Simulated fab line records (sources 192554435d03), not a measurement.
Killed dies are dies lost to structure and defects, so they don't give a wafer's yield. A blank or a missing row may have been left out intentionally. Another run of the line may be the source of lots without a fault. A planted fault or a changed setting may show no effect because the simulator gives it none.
A lot that was struck, set against a sound lot | flow n5Finfet | 16 steps out of a route of 1938
Sound: the wafers L736.2, L736.5, L736.6. Struck: wafer L748.5 (left out: L748.1, L748.2 of the same lot, which were not struck); the cause appears at the end.
Each step with rows lists, per side, the tool, then ch with its chambers, then its first start. Under that, the readings that differ: sound wafers | struck wafers | difference of the means | sigmas: that difference in standard deviations of wafers without a fault.
alike: a reading whose means differ by less than 2 such deviations, as well as words and numbers matching on both sides. not compared: withheld readings; readings where some wafer has no value; bounds like >300 that might hide an equal value; numbers whose values overlap and for which the record gives no deviation.
A row with sigmas, a row that says differs or no value, or rows on one side alone: a step with any of these is where the two part. When numbers do not overlap yet have no deviation, they are printed without sigmas and do not part them. A reading missing from all wafers of one side parts the sides only when that side holds two or more wafers.

first, 8 steps without rows for these wafers: N5_HKMG_FIN_COAT_29 (time 60 s, resist thk 300 nm); N5_HKMG_FIN_COAT_30 (time 60 s, resist thk 35 nm); N5_HKMG_FIN_COAT_06 (resist thk 90 nm); N5_HKMG_FIN_EBR_08; N5_HKMG_FIN_SOFTBAKE_07 (time 60 s); N5_HKMG_FIN_EXPOSE_09 (exposes mask NWFM); N5_HKMG_FIN_PEB_10 (peb time 60 s); N5_HKMG_FIN_DEVELOP_11 (develop time 30 s).
N5_HKMG_FIN_CD_MEAS_12: the cd target is 92.8 nm.
  sound on cdSem-01 ch 0, day 4 02:05; struck on cdSem-02 ch 0, day 7 01:38
  alike: cdNm
N5_HKMG_FIN_OVL_MEAS_13:
  sound on overlay-01 ch 0, day 4 02:07; struck on overlay-02 ch 0, day 7 01:40
  alike: NWFM_OVL
N5_HKMG_FIN_INSPECT_14: inspects for defects (macro).
  sound: defectInspect-01 at day 4 02:08; struck: defectInspect-01 at day 7 01:41
  alike: rawDefectCount
N5_HKMG_FIN_DESCUM_17: chemistry O2, time 7.9 s.
  sound on rieDiel-04 ch 0,3, day 4 02:23; struck on rieDiel-06 ch 2, day 7 02:05
  alike: drypumpMotorCurrentA, oesProductAu, rfVppV, showerheadPlenumPTorr, throttleValvePct
  not compared: rfHoursCounterH
N5_HKMG_FIN_ETCH_31: etches SiARC in CF4, target depth 45.5 nm, time 75.8 s.
  sound on rieDiel-04 ch 0,3, day 4 02:26; struck on rieDiel-06 ch 2, day 7 02:07
reading           | sound             | struck | difference | sigmas
etchRfOnTimeS (s) | 74.8 76.2 75.2    | 103.3  | +27.9      | +13
rfVppV (V)        | 183.2 182.8 184.3 | 185.7  | +2.3       | +2
  alike: drypumpMotorCurrentA, oesProductAu, showerheadPlenumPTorr, throttleValvePct
  not compared: rfHoursCounterH
N5_HKMG_FIN_ETCH_32: etches SOC in N2/H2, target depth 240 nm, time 300 s.
  sound on rieDiel-04 ch 0,3, day 4 02:29; struck on rieDiel-06 ch 2, day 7 02:11
  alike: drypumpMotorCurrentA, h2FlowSccm, oesProductAu, rfVppV, showerheadPlenumPTorr, throttleValvePct
  not compared: rfHoursCounterH
-- the record jumps here: 4 days lie between the struck wafers' starts before and after (it left off in module HKMG_FIN and takes up again in module BEOL_M4, whose first step shown is number 1111 of the route) --
N5_BEOL_M4_RC_MEAS_101:
  sound on prober-01 ch 0, day 7 20:23; struck on prober-02 ch 0, day 11 09:22
reading        | sound          | struck | difference | sigmas
IOFF_P (nA/um) | 0.28 0.33 0.26 | 0.16   | -0.13      | -2
VT_P (mV)      | -246 -243 -245 | -255   | -10        | -2
  alike: DIBL_N, DIBL_P, IOFF_N, ION_N, ION_P, SS_N, SS_P, VT_N
-- here the record skips 5 days between the struck wafers' starts before and after, leaving off in module BEOL_M4 and picking up in module PASSIVATION (first step shown: number 1936 of the route) --
N5_PASSIVATION_PROBE_49:
  sound: prober-01 at day 12 07:43; struck: prober-01 at day 15 21:37
  alike: defectLimitedYield, killed_at_M0_to_M3, killed_at_M4_up, killedAtContacts, killedAtFrontEnd, killedAtOther, killedDies, killedOpen, killedShort, sort_bin_5_function, sort_bin_6_memory, sortNPass, sortYieldPct

== WHERE THEY PART ==
Earliest at N5_HKMG_FIN_ETCH_31; latest, in this record, at N5_BEOL_M4_RC_MEAS_101. Later steps at which nothing parts them and some readings are alike: N5_PASSIVATION_PROBE_49.

WHY: what the simulator had put in
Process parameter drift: rieDiel-06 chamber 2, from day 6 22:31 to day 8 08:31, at N5_HKMG_FIN_ETCH_31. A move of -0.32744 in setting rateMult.
